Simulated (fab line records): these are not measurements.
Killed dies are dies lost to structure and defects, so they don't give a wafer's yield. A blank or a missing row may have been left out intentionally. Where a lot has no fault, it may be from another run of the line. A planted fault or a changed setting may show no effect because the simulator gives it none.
fab line records	flow n5Finfet
[record] lots = 6	wafers = 18	lastDay = 17
route steps=1938 shown PASSIVATION@1898
lots untouched by any fault: they come from a run of this same line in which no faults occurred
startH: start of the lot's first displayed wafer, in hours after the record's first day	waitH: time in hours since the lot's previous step	" same as the row above	L1.1+2: a single row standing in for several wafers	- no value, or no start given	* or withheld: withheld	< > ~ a bound
route shown NAME@n: a module of which the file shows steps, and the number in the route of the first	usual: mean/standard deviation of fault-free wafers	same: alike in all rows	chamber/n: place in a boat	sites: the reading at each site	_std_site: how widely they spread, as a standard deviation	_edge_site: mean of outer sites minus mean of inner sites	radiusMm: for every site, how far away it sits from the centre of the wafer	mask NAME#n: copy n	behind: the last tool/chamber to shape the wafer	hold: reason for holding the lot/hours on hold/outcome of the hold	device: the n, p or np transistor that did not switch	end of line: at the end of the route, the tests of the same wafers	step lacking rows: just its recipe	killed: at the first sort, the dies lost to defects and structure; wafer yield is something else	map: the dies of a wafer, with x for killed, . for not killed, _ for no die there
set.NAME: the setting as run; set.NAME@STEP: as run at that earlier step	model.NAME: the simulator's own value behind a step, which no gauge read
lots seen at some steps along the route; tables by step, rows by wafer
services: from which hour (startH, from the record's first day; less than 0 if before it) a tool's chamber was out of use, for how many hours, and why
[[steps]]
[step N5_PASSIVATION_COAT_24]
[recipe] spinRpm = 3000	resistThkNm = withheld
[step N5_PASSIVATION_EBR_26]
[recipe] solvent = PGMEA	ebrWidthMm = 1.5
[step N5_PASSIVATION_SOFTBAKE_25]
[recipe] tempC = 100	timeS = 90
[step N5_PASSIVATION_EXPOSE_27]
[recipe] maskId = PAD	na = 0.55	sourceShape = conventional	sigmaOuter = 0.8	polarization = unpolarized	defocusNm = 0	doseMj = 32.3
[step N5_PASSIVATION_PEB_28]
[recipe] pebTempC = withheld	pebTimeS = *
[step N5_PASSIVATION_DEVELOP_29]
[recipe] developTimeS = 60	rinseLiquid = diw	dry = airSpin	devTempC = 21
[step N5_PASSIVATION_HARDBAKE_31]
[recipe] tempC = 130	timeS = 120
[step N5_PASSIVATION_CD_MEAS_30]
[recipe] targetCdNm = 4000	landingEnergyEv = 500	detector = seInlens	polarity = opening
[usual] cdNm = 3999.3/1.6
lot.wafer	tool	chamber	startH	waitH	cdNm
L424.1	cdSem-03	0	257.86	-	3999.2
L424.3	"	0	"	"	4000.3
L424.4	"	0	"	"	4000.7
L431.1	cdSem-02	0	312.48	-	3997.5
L431.2	"	0	"	"	3998.1
L431.4	"	0	"	"	3999.8
L434.3	cdSem-01	0	332.57	-	3998.4
L434.4	"	0	"	"	3996.4
L434.6	"	0	"	"	3999.7
L436.3	cdSem-02	0	348.87	-	3996.7
L436.4	"	0	"	"	4001.1
L436.5	"	0	"	"	3998.4
L442.1	cdSem-01	0	373.66	-	3999.1
L442.3	"	0	"	"	3997.5
L442.6	"	0	"	"	3996.7
L444.1	cdSem-01	0	393.27	-	4001.1
L444.2	"	0	"	"	4002.2
L444.4	"	0	"	"	3998.2
[step N5_PASSIVATION_OVL_MEAS_63]
[recipe] pointsPerWafer = 44
[usual] PAD_OVL = -2/5.6
lot.wafer	tool	chamber	startH	waitH	PAD_OVL[nm]
L424.1	overlay-02	0	257.89	0.0	-3
L424.3	"	0	"	"	-5
L424.4	"	0	"	"	-1
L431.1	overlay-02	0	312.51	0.0	1
L431.2	"	0	"	"	-11
L431.4	"	0	"	"	-10
L434.3	overlay-01	0	332.60	0.0	-1
L434.4	"	0	"	"	1
L434.6	"	0	"	"	2
L436.3	overlay-01	0	348.90	0.0	0
L436.4	"	0	"	"	-8
L436.5	"	0	"	"	-4
L442.1	overlay-01	0	373.69	0.0	-1
L442.3	"	0	"	"	2
L442.6	"	0	"	"	5
L444.1	overlay-01	0	393.30	0.0	-1
L444.2	"	0	"	"	-6
L444.4	"	0	"	"	0
[step N5_PASSIVATION_INSPECT_64]
[recipe] mode = adi	inspectInstrument = macro
[usual] rawDefectCount = 2.1/1.5
lot.wafer	tool	chamber	startH	waitH	rawDefectCount
L424.1	defectInspect-02	-	257.92	0.0	4
L424.3	"	-	"	"	2
L424.4	"	-	"	"	0
L431.1	defectInspect-01	-	312.53	0.0	1
L431.2	"	-	"	"	0
L431.4	"	-	"	"	3
L434.3	defectInspect-02	-	332.62	0.0	7
L434.4	"	-	"	"	0
L434.6	"	-	"	"	1
L436.3	defectInspect-02	-	348.93	0.0	0
L436.4	"	-	"	"	8
L436.5	"	-	"	"	1
L442.1	defectInspect-01	-	373.71	0.0	3
L442.3	"	-	"	"	1
L442.6	"	-	"	"	2
L444.1	defectInspect-02	-	393.33	0.0	6
L444.2	"	-	"	"	3
L444.4	"	-	"	"	1
[step N5_PASSIVATION_DESCUM_32]
[recipe] chemistry = O2	timeS = 7.9	sourcePowerW = 50	biasPowerW = 20	pressureMtorr = 20	rfFrequencyHz = 2.712e+07	tempC = 40	o2FlowSccm = 225
[usual] biasPowerW = 20.00/0.054	drypumpMotorCurrentA = 5.6/0.44	oesProductAu = 0.80/0.072	rfVppV = 243.1/1.3	showerheadPlenumPTorr = 2.09/0.057	throttleValvePct = 20.45/0.22
lot.wafer	tool	chamber	startH	waitH	biasPowerW	drypumpMotorCurrentA	oesProductAu	rfHoursCounterH	rfVppV	showerheadPlenumPTorr	throttleValvePct
L424.1	rieDiel-02	3	259.81	1.9	20.03	5.1	0.77	89	244.7	2.12	20.48
L424.3	"	0	"	"	20.01	5.3	0.87	55	242.4	2.04	20.35
L424.4	"	1	"	"	20.08	6.1	0.72	156	243.2	2.07	20.48
L431.1	rieDiel-02	2	312.57	0.0	20.11	5.7	0.81	97	242.3	2.04	20.64
L431.2	"	0	"	"	19.96	5.2	0.85	72	242.8	2.03	20.38
L431.4	"	1	"	"	19.97	6.2	0.72	175	243.9	2.07	20.51
L434.3	rieDiel-03	1	332.72	0.1	20.02	6.2	0.90	27	242.0	2.05	20.72
L434.4	"	3	"	"	19.99	6.2	0.78	140	244.4	2.11	20.44
L434.6	"	1	"	"	20.00	6.2	0.90	-	241.1	2.05	20.74
L436.3	rieDiel-02	0	348.96	0.0	19.94	5.2	0.82	85	242.2	2.03	20.41
L436.4	"	1	"	"	19.94	6.1	0.70	188	242.8	2.06	20.55
L436.5	"	0	"	"	19.97	5.2	0.83	-	242.8	2.03	20.39
L442.1	rieDiel-03	1	373.98	0.3	20.05	6.2	0.87	38	243.4	2.05	20.73
L442.3	"	3	"	"	20.13	6.2	0.77	156	244.2	2.11	20.45
L442.6	"	1	"	"	20.05	6.2	0.88	-	242.6	2.05	20.75
L444.1	rieDiel-03	2	393.36	0.0	20.00	5.5	0.71	208	244.0	2.14	20.51
L444.2	"	3	"	"	20.00	6.2	0.76	166	243.6	2.10	20.47
L444.4	"	0	"	"	20.09	5.4	0.88	62	246.0	2.20	20.11
[step N5_PASSIVATION_AL_ETCH_33]
[recipe] chemistry = Cl2/BCl3	targetDepthA = 28000	overEtchFrac = 0.15	Cl2_flow_sccm = 180	bcl3FlowSccm = 60	target = Al	stopOn = TaN	timeS = 466.7	ionEnergyEv = 100	pressureMtorr = 10	icpW = 900	biasW = 100
[usual] drypumpMotorCurrentA = 5.9/0.34	mfcCl2Sccm = 180.0/0.54	oesProductAu = 0.76/0.078	throttleValvePct = 34.1/0.38
[same] overEtchFrac = 0.15
lot.wafer	tool	chamber	startH	waitH	drypumpMotorCurrentA	mfcCl2Sccm	oesProductAu	rfHoursCounterH	throttleValvePct
L424.1	rieMetal-02	0	259.89	0.1	5.4	179.5	0.72	36	33.9
L424.3	"	0	"	"	5.4	179.6	0.72	-	33.9
L424.4	"	1	"	"	5.7	180.2	0.55	-	34.0
L431.1	rieMetal-03	1	312.66	0.1	6.1	180.2	0.68	48	34.5
L431.2	"	0	"	"	6.3	180.5	0.84	6	34.7
L431.4	"	1	"	"	6.1	180.0	0.68	-	34.5
L434.3	rieMetal-02	0	332.94	0.2	5.4	180.1	0.70	-	33.9
L434.4	"	1	"	"	5.8	179.4	0.87	-	33.5
L434.6	"	0	"	"	5.4	180.9	0.71	-	33.8
L436.3	rieMetal-02	0	349.18	0.2	5.4	179.7	0.70	-	33.9
L436.4	"	1	"	"	5.7	179.4	0.84	-	33.5
L436.5	"	0	"	"	5.4	180.1	0.69	-	33.8
L442.1	rieMetal-03	0	374.07	0.1	6.3	180.3	0.83	10	34.6
L442.3	"	1	"	"	6.1	179.4	0.70	-	34.4
L442.6	"	1	"	"	6.1	179.4	0.69	-	34.4
L444.1	rieMetal-03	0	393.45	0.1	6.3	180.9	0.81	12	34.7
L444.2	"	1	"	"	6.1	179.9	0.67	54	34.5
L444.4	"	0	"	"	6.3	179.2	0.81	-	34.7
[step N5_PASSIVATION_ETCH_59]
[recipe] chemistry = Cl2/BCl3	target = TaN	targetDepthA = 650	timeS = 34.9	ionEnergyEv = 100	pressureMtorr = 10	icpW = 900	biasW = 100	Cl2_flow_sccm = 60	bcl3FlowSccm = 30
[usual] drypumpMotorCurrentA = 5.9/0.33	mfcCl2Sccm = 60.01/0.18	oesProductAu = 0.84/0.094	throttleValvePct = 20.9/0.31
lot.wafer	tool	chamber	startH	waitH	drypumpMotorCurrentA	mfcCl2Sccm	oesProductAu	rfHoursCounterH	throttleValvePct	model.etch.depthNm
L424.1	rieMetal-02	0	260.29	0.3	5.4	60.23	0.78	36	20.8	64.15
L424.3	"	0	"	"	5.4	59.78	0.79	-	20.8	64.28
L424.4	"	1	"	"	5.8	59.80	0.62	-	21.0	65.48
L431.1	rieMetal-03	1	313.19	0.4	6.1	59.99	0.77	48	21.3	65.52
L431.2	"	0	"	"	6.3	60.31	0.93	6	21.5	63.59
L431.4	"	1	"	"	6.1	60.00	0.77	-	21.2	65.78
L434.3	rieMetal-02	0	333.24	0.2	5.4	60.17	0.76	-	20.8	54.08
L434.4	"	1	"	"	5.8	60.33	0.96	-	20.5	66.47
L434.6	"	0	"	"	5.4	59.90	0.76	-	20.8	54.08
L436.3	rieMetal-02	0	349.48	0.2	5.4	60.01	0.76	-	20.8	54.25
L436.4	"	1	"	"	5.7	59.96	0.95	-	20.5	66.95
L436.5	"	0	"	"	5.4	59.90	0.76	-	20.8	64.63
L442.1	rieMetal-03	0	374.47	0.3	6.3	60.21	0.90	11	21.5	63.32
L442.3	"	1	"	"	6.1	60.08	0.75	-	21.3	65.46
L442.6	"	1	"	"	6.1	60.07	0.76	-	21.3	65.2
L444.1	rieMetal-03	0	393.85	0.3	6.3	60.22	0.89	13	21.5	63.32
L444.2	"	1	"	"	6.1	60.04	0.75	55	21.3	65.86
L444.4	"	0	"	"	6.4	59.93	0.89	-	21.5	63.76
[step N5_PASSIVATION_STRIP_34]
[recipe] chemistry = O2	powerW = 600	tempC = 60	pressureMtorr = 30	rfFrequencyHz = 6e+07	biasPowerW = 0	overashFraction = 2	o2FlowSccm = 225
[usual] drypumpMotorCurrentA = 5.5/0.43	oesProductAu = 0.81/0.076	rfVppV = 3.6/1.5	showerheadPlenumPTorr = 2.10/0.062	throttleValvePct = 16.64/0.23
[same] biasPowerW = 0
lot.wafer	tool	chamber	startH	waitH	drypumpMotorCurrentA	oesProductAu	rfHoursCounterH	rfVppV	showerheadPlenumPTorr	throttleValvePct
L424.1	rieDiel-03	3	260.44	0.1	6.2	0.80	116	5.0	2.12	16.61
L424.3	"	1	"	"	6.2	0.96	3	2.0	2.06	16.78
L424.4	"	0	"	"	5.4	0.95	12	3.9	2.22	16.25
L431.1	rieDiel-03	2	313.34	0.1	5.5	0.75	185	4.2	2.15	16.78
L431.2	"	0	"	"	5.4	0.94	28	3.4	2.21	16.29
L431.4	"	3	"	"	6.2	0.78	132	2.2	2.12	16.69
L434.3	rieDiel-02	3	333.33	0.1	5.1	0.75	114	3.0	2.11	16.70
L434.4	"	2	"	"	5.8	0.79	104	4.3	2.04	16.83
L434.6	"	0	"	"	5.2	0.84	-	3.0	2.03	16.60
L436.3	rieDiel-02	0	349.56	0.1	5.2	0.86	85	3.1	2.03	16.67
L436.4	"	1	"	"	6.2	0.69	188	4.7	2.06	16.88
L436.5	"	3	"	"	5.1	0.73	-	5.5	2.11	16.75
L442.1	rieDiel-02	0	374.59	0.1	5.2	0.83	93	1.6	2.03	16.60
L442.3	"	1	"	"	6.1	0.68	197	1.1	2.06	16.85
L442.6	"	0	"	"	5.2	0.81	-	3.0	2.03	16.67
L444.1	rieDiel-06	2	393.97	0.1	5.4	0.80	95	3.6	2.19	16.29
L444.2	"	0	"	"	5.9	0.89	26	3.3	2.06	16.27
L444.4	"	3	"	"	5.0	0.82	84	1.8	2.02	16.88
[step N5_PASSIVATION_PROBE_49]
[usual] defectLimitedYield = 91.0/1.4	killed_at_M0_to_M3 = 35/10	killed_at_M4_up = 13/6	killedAtContacts = 13/6.4	killedAtFrontEnd = 42/12	killedAtOther = 3.2/2.4	killedDies = 107/17	killedOpen = 69/13	killedShort = 33/7.3	sort_bin_5_function = 5.3/0.92	sort_bin_6_memory = 3.3/0.66	sortNPass = 1073/17	sortYieldPct = 90.9/1.4
[same] grossDies = 1180	killedAtBackSide = 0	sort_bin_4_leakage[%] = 0	sort_bin_8_speed[%] = 0
lot.wafer	tool	chamber	startH	waitH	defectLimitedYield[%]	killed_at_M0_to_M3	killed_at_M4_up	killedAtContacts	killedAtFrontEnd	killedAtOther	killedDies	killedOpen	killedShort	sort_bin_5_function[%]	sort_bin_6_memory[%]	sortNPass	sortYieldPct[%]
L424.1	prober-02	-	265.16	0.0	91.4	34	12	4	50	1	101	71	27	4.7	3.6	1079	91.4
L424.3	prober-02	-	265.26	0.1	89.1	53	11	6	59	0	129	76	48	6.4	4.1	1051	89.1
L424.4	prober-02	-	265.31	0.2	92.0	28	11	8	47	0	94	56	30	3.7	3.5	1086	92.0
L431.1	prober-02	-	317.68	0.0	91.4	40	17	9	35	1	102	71	27	5.1	3.5	1078	91.4
L431.2	prober-02	-	317.73	0.1	89.1	48	18	20	39	4	129	87	31	6.4	3.9	1051	89.1
L431.4	prober-02	-	317.83	0.2	91.4	35	16	6	43	2	102	64	35	4.5	3.9	1078	91.4
L434.3	prober-01	-	337.82	0.1	90.4	22	32	22	33	4	113	71	37	6.2	3.1	1067	90.4
L436.3	prober-01	-	353.87	0.1	92.3	25	13	11	35	7	91	61	20	5.0	2.5	1089	92.3
L436.4	prober-01	-	353.92	0.2	91.5	29	13	8	47	3	100	61	32	5.0	3.4	1080	91.5
L436.5	prober-01	-	353.97	0.2	92.5	31	13	8	32	5	89	55	31	3.9	3.3	1091	92.5
L442.1	prober-02	-	378.91	0.0	90.8	51	17	6	25	9	108	75	32	5.9	3.1	1072	90.8
L442.3	prober-02	-	379.01	0.1	91.6	40	9	21	28	1	99	63	35	5.8	2.4	1081	91.6
L442.6	prober-02	-	379.16	0.3	92.4	39	6	11	32	2	90	55	32	4.4	2.9	1090	92.4
L444.1	prober-01	-	398.27	0.0	90.3	40	12	14	47	2	115	68	42	5.6	3.6	1065	90.3
L444.2	prober-01	-	398.32	0.1	92.5	14	12	20	37	5	88	60	27	4.4	2.8	1092	92.5
L444.4	prober-01	-	398.42	0.2	91.2	30	16	18	35	5	104	75	28	5.0	3.4	1076	91.2
// killed by level:class
L424.1 FIN_SAQP:geometricParticle:open=9 STI_FIN_REVEAL:geometricParticle:open=9 BEOL_M2:geometricParticle:open=9 DUMMY_GATE:geometricParticle:open=8 BEOL_M4:geometricParticle:open=7 BEOL_M1:geometricParticle:open=6 BEOL_M0_SAQP:geometricParticle:short=5 BEOL_M0_SAQP:geometricParticle:open=5
L424.3 FIN_SAQP:geometricParticle:short=16 BEOL_M0_SAQP:geometricParticle:open=12 BEOL_M0_SAQP:geometricParticle:short=12 BEOL_M2:geometricParticle:open=12 FIN_SAQP:geometricParticle:open=11 GATE_CUT:geometricParticle:open=7 DUMMY_GATE:geometricParticle:open=6 BEOL_M0:geometricParticle:open=6
L424.4 FIN_SAQP:geometricParticle:short=10 BEOL_M0_SAQP:geometricParticle:open=9 GATE_CUT:geometricParticle:short=7 MOL_CONTACT_COAG:geometricParticle:open=7 FIN_SAQP:geometricParticle:open=6 DUMMY_GATE:geometricParticle:open=6 BEOL_M0_SAQP:geometricParticle:short=6 HKMG_FIN:areaEtch=5
L431.1 BEOL_M1:geometricParticle:open=11 BEOL_M0_SAQP:geometricParticle:open=10 FIN_SAQP:geometricParticle:open=8 MOL_CONTACT_COAG:geometricParticle:open=8 BEOL_M3:geometricParticle:open=6 DUMMY_GATE:geometricParticle:short=5 BEOL_M4:geometricParticle:open=5 STI_FIN_REVEAL:geometricParticle:open=4
L431.2 MOL_CONTACT_COAG:geometricParticle:open=15 BEOL_M0_SAQP:geometricParticle:open=12 STI_FIN_REVEAL:geometricParticle:open=10 BEOL_M0_SAQP:geometricParticle:short=10 BEOL_M1:geometricParticle:open=10 BEOL_M4:geometricParticle:open=8 FIN_SAQP:geometricParticle:open=7 HKMG_FIN:areaEtch=6
L431.4 STI_FIN_REVEAL:geometricParticle:open=12 BEOL_M1:geometricParticle:open=9 BEOL_M0_SAQP:geometricParticle:short=7 FIN_SAQP:geometricParticle:open=6 DUMMY_GATE:geometricParticle:open=6 BEOL_M2:geometricParticle:open=5 MOL_CONTACT_COAG:geometricParticle:open=4 BEOL_M2:geometricParticle:short=4
L434.3 BEOL_M4:geometricParticle:open=18 MOL_CONTACT_COAG:geometricParticle:open=17 BEOL_M0_SAQP:geometricParticle:short=11 ILD0:geometricParticle:open=7 BEOL_M0_SAQP:geometricParticle:open=6 ILD0:geometricParticle:short=5 MOL_CONTACT_COAG:geometricParticle:short=5 BEOL_M6:geometricParticle:open=4
L436.3 STI_FIN_REVEAL:geometricParticle:open=8 MOL_CONTACT_COAG:geometricParticle:open=8 FIN_SAQP:geometricParticle:open=5 DUMMY_GATE:geometricParticle:open=5 BEOL_M0_SAQP:geometricParticle:short=5 BEOL_M0_SAQP:geometricParticle:open=5 BEOL_M4:geometricParticle:open=5 FIN_SAQP:geometricParticle:short=4
L436.4 STI_FIN_REVEAL:geometricParticle:open=16 FIN_SAQP:geometricParticle:short=8 MOL_CONTACT_COAG:geometricParticle:open=7 DUMMY_GATE:geometricParticle:open=6 BEOL_M2:geometricParticle:open=6 BEOL_M1:geometricParticle:short=5 BEOL_M0_SAQP:geometricParticle:short=4 BEOL_M1:geometricParticle:open=4
L436.5 FIN_SAQP:geometricParticle:open=9 BEOL_M0_SAQP:geometricParticle:open=7 BEOL_M0_SAQP:geometricParticle:short=6 BEOL_M4:geometricParticle:open=6 STI_FIN_REVEAL:geometricParticle:open=5 MOL_CONTACT_COAG:geometricParticle:open=5 BEOL_M3:geometricParticle:open=5 FIN_SAQP:geometricParticle:short=4
L442.1 BEOL_M3:geometricParticle:open=13 BEOL_M0_SAQP:geometricParticle:short=11 BEOL_M2:geometricParticle:open=8 BEOL_M4:geometricParticle:open=8 BEOL_M0_SAQP:geometricParticle:open=7 STI_FIN_REVEAL:geometricParticle:open=6 FIN_SAQP:geometricParticle:open=5 MOL_CONTACT_COAG:geometricParticle:open=5
L442.3 MOL_CONTACT_COAG:geometricParticle:open=17 BEOL_M0_SAQP:geometricParticle:short=14 STI_FIN_REVEAL:geometricParticle:open=9 BEOL_M3:geometricParticle:open=9 BEOL_M1:geometricParticle:short=6 STARTING-WAFER:geometricParticle:open=6 DUMMY_GATE:geometricParticle:open=4 BEOL_M0_SAQP:geometricParticle:open=4
L442.6 BEOL_M0_SAQP:geometricParticle:short=14 MOL_CONTACT_COAG:geometricParticle:open=11 BEOL_M0_SAQP:geometricParticle:open=10 FIN_SAQP:geometricParticle:open=6 BEOL_M2:geometricParticle:open=5 FIN_SAQP:geometricParticle:short=4 BEOL_M1:geometricParticle:open=4 GATE_CUT:geometricParticle:short=3
L444.1 MOL_CONTACT_COAG:geometricParticle:open=12 BEOL_M1:geometricParticle:open=12 FIN_SAQP:geometricParticle:short=11 FIN_SAQP:geometricParticle:open=10 STI_FIN_REVEAL:geometricParticle:open=8 BEOL_M1:geometricParticle:short=6 BEOL_M2:geometricParticle:open=6 BEOL_M0_SAQP:geometricParticle:short=5
L444.2 MOL_CONTACT_COAG:geometricParticle:open=15 STI_FIN_REVEAL:geometricParticle:open=12 BEOL_M4:geometricParticle:open=9 STARTING-WAFER:geometricParticle:open=6 STI_FIN_REVEAL:geometricParticle:short=5 DUMMY_GATE:geometricParticle:short=5 MOL_CONTACT_COAG:geometricParticle:short=5 BEOL_M2:geometricParticle:open=4
L444.4 STI_FIN_REVEAL:geometricParticle:open=13 MOL_CONTACT_COAG:geometricParticle:open=13 BEOL_M2:geometricParticle:open=13 DUMMY_GATE:geometricParticle:open=9 BEOL_M1:geometricParticle:open=7 MOL_CONTACT_COAG:geometricParticle:short=5 BEOL_M4:geometricParticle:short=5 GATE_CUT:geometricParticle:short=3
[[services]]
tool	chamber	startH	hours	kind
rieDiel-03	1	239.65	-	clean
rieDiel-03	1	239.65	-	consumableReplace:focusRing
rieDiel-03	1	239.65	15.2	scheduledDown
rieDiel-03	1	239.65	15.2	ventCycle
rieDiel-06	-	246.45	15.6	pm
rieMetal-03	-	250.51	0.1	repair
rieDiel-03	1	272.43	3.8	repair
rieMetal-02	1	278.44	-	clean
rieMetal-02	1	278.44	20.5	scheduledDown
rieMetal-02	1	278.44	20.5	ventCycle
rieDiel-06	0	299.85	-	clean
rieDiel-06	0	299.85	-	consumableReplace:esc
rieDiel-06	0	299.85	-	consumableReplace:focusRing
rieDiel-06	0	299.85	24.4	scheduledDown
rieDiel-06	0	299.85	24.4	ventCycle
rieDiel-06	1	325.72	3.3	repair
rieDiel-06	0	334.10	3.4	repair
rieDiel-06	3	336.91	10.0	repair
rieDiel-06	-	351.65	0.6	repair
rieDiel-03	1	356.01	2.6	repair
rieDiel-03	1	368.38	5.3	repair
rieDiel-03	2	373.09	17.8	repair
rieDiel-02	0	379.52	4.8	repair
rieDiel-02	-	379.68	0.7	repair
[[key]]
firstSign none at tools or gauges
[modelEffect] step = N5_PASSIVATION_ETCH_59	value = etch.depthNm	without = 64.07	struck = 54.13
metAt N5_PASSIVATION_ETCH_59
struckWafers L434.3,L434.6,L436.3
onsetBetween 260.29 333.24
[fault] kind = processParameterDrift	tool = rieMetal-02	chamber = -	onsetH = 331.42	steps = N5_PASSIVATION_ETCH_59	channel = timeS	offset = *	shape = step	endH = 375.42	scope = struckWafersOnly	actsIn = *	stated = *
